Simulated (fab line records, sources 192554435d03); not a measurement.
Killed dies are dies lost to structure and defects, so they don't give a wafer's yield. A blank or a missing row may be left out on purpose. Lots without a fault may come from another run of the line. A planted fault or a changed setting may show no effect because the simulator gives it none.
Problem report in the 8D (eight disciplines) form, filled by code | flow n5_finfet | the parts of the form that need people (team, actions taken, sign-off) are left out

1. THE PROBLEM
spin_speed_rpm at N5_HKMG_FIN_COAT_30 reads a mean of 1613.6 rpm on 6 wafers of 2 lots; wafers without a fault read 1499.9 rpm with a standard deviation of 1. That is +99 or more standard deviations from the usual mean.
The step: time 60 s, resist thk 35 nm.
First seen on wafer L864.2, day 7 04:13, on litho_track-01. The record holds 26 wafers of 9 lots with a number at this step. Rule for "out", or "out of limits": more than 4 standard deviations from the usual mean. The other wafers with a number count as sound.

2. WHAT IT IS AND WHAT IT IS NOT
question                    | is                     | is not
which readings at this step | spin_speed_rpm         | -
which lots                  | L864, L866             | L854, L857, L858, L870, L871, L872, L875
which wafers of those lots  | all that have a number | -
read on which tools         | litho_track-01         | litho_track-02, litho_track-05
when                        | from day 7 04:13       | up to then (9 sound wafers); but 11 sound wafers of L870, L871, L872, L875 came after

3. SUSPECTS, AND WHAT RULES EACH OUT
Counting: a tool at a process step up to the reading stays a suspect if it ran every lot that is out and no sound lot after the first of them.
- litho_track-01 at N5_HKMG_FIN_COAT_30 (time 60 s, resist thk 35 nm): kept. It ran every lot that is out, first L864 (day 7 04:13), and no sound lot after that; its last sound lot up to then is L857 (day 5 09:36). Its own readings are out on those wafers: spin_speed_rpm.
Left after counting: litho_track-01 at N5_HKMG_FIN_COAT_30.

4. THE CAUSE (what the simulator had put in)
Process parameter drift: litho_track-01, from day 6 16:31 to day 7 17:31, at N5_HKMG_FIN_COAT_30. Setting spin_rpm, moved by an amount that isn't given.
Counting left only this tool.

5. THE CHAIN OF EFFECTS, in route order
Each row: a reading whose mean over the struck wafers that have a number lies more than 3 standard deviations from the usual. Only readings for which the record gives a usual standard deviation are gone through. hours: the time from each lot's start at the first step in this table that gives one to its start at this step, as a median over the lots. sigmas: the change in usual standard deviations.
hours | step                | reading        | usual      | on struck wafers | change | sigmas
0     | N5_HKMG_FIN_COAT_30 | spin_speed_rpm | 1499.9 rpm | 1613.6           | +113.7 | +99 or more
The process steps in it:
- N5_HKMG_FIN_COAT_30: time 60 s, resist thk 35 nm.
Later measuring or inspecting steps at which every struck wafer that the step has a row for has a number for every such reading, and none has moved that far: N5_BEOL_M4_RC_MEAS_101.

6. WHAT WOULD HAVE CAUGHT IT SOONER
In this record the first reading out of limits was taken at day 7 04:13, 12 hours after the fault began at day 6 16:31.
